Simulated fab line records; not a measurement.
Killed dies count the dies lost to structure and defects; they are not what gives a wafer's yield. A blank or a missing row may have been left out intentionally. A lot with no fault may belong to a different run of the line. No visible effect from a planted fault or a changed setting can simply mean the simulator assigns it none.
Matching of chambers ; flow n5-finfet ; N5_BEOL_M8_DESCUM_33 on rie-diel-03: 4 sister chambers
The step chemistry O2, time 7 s. 24 wafers are shown with their chamber, then 12 later ones without.

## WAFERS WITH THEIR CHAMBER
wafer;chamber;throttle-valve-pct (%);showerhead-plenum-p-Torr (Torr);drypump-motor-current-A (A)
L076.3;1;21.0;2.19;5.9
L076.4;2;20.4;1.99;5.6
L076.5;0;20.1;2.05;4.9
L074.2;1;21.0;2.18;5.9
L074.3;2;20.4;1.98;5.7
L074.4;1;21.0;2.18;6.0
L075.1;2;20.4;1.98;5.6
L075.4;0;20.1;2.05;4.8
L075.5;0;20.1;2.05;4.8
L081.2;0;20.1;2.05;4.9
L081.3;1;21.0;2.18;5.9
L081.5;3;20.1;2.23;6.1
L082.1;2;20.4;1.98;5.6
L082.4;0;20.1;2.05;4.9
L082.6;0;20.1;2.05;4.9
L083.1;3;20.1;2.23;6.1
L083.2;2;20.4;1.98;5.7
L083.6;2;20.4;1.98;5.7
L084.2;3;20.1;2.23;6.2
L084.4;0;20.1;2.04;4.9
L084.5;0;20.1;2.04;4.9
L088.3;1;21.1;2.17;5.9
L088.5;2;20.4;1.97;5.6
L088.6;3;20.1;2.23;6.1

SIGNATURES (means of the wafers above)
reading;chamber 0;chamber 1;chamber 2;chamber 3;scatter within a chamber
throttle-valve-pct;20.100;21.020;20.400;20.100;0.02
showerhead-plenum-p-Torr;2.0475;2.1800;1.9800;2.2300;0.00524
drypump-motor-current-A;4.875;5.920;5.643;6.125;0.0488
Rule: distance of a wafer from a chamber = root of the sum over the readings of ((wafer's reading minus chamber's mean) / reading's scatter) squared. If the next closest chamber is less than 2 further off than the closest, the wafer can't be placed; otherwise it belongs to the closest. The scatter: the root of (the sum of the squares of (reading less its chamber's mean) over the shown wafers, divided by (wafers less chambers)).

## WAFERS WHOSE CHAMBER IS MISSING
wafer;throttle-valve-pct (%);showerhead-plenum-p-Torr (Torr);drypump-motor-current-A (A)
L091.3;20.1;2.23;6.1
L091.4;20.1;2.23;6.1
L091.5;20.2;2.04;4.9
L092.1;20.1;2.23;6.1
L092.3;21.1;2.17;5.9
L092.6;20.4;1.97;5.6
L093.3;20.2;2.04;4.9
L093.5;20.2;2.04;4.9
L093.6;20.1;2.22;6.1
L095.1;21.1;2.17;5.9
L095.2;20.1;2.22;6.1
L095.3;20.2;2.04;4.9

## WHICH CHAMBER EACH WENT THROUGH
wafer;from the rows above;in truth
L091.3;3;3
L091.4;3;3
L091.5;0;0
L092.1;3;3
L092.3;1;1
L092.6;2;2
L093.3;0;0
L093.5;0;0
L093.6;3;3
L095.1;1;1
L095.2;3;3
L095.3;0;0
Correct placement for 12 of the 12. Left unplaced by these rows: 0. 0 placed wrongly.
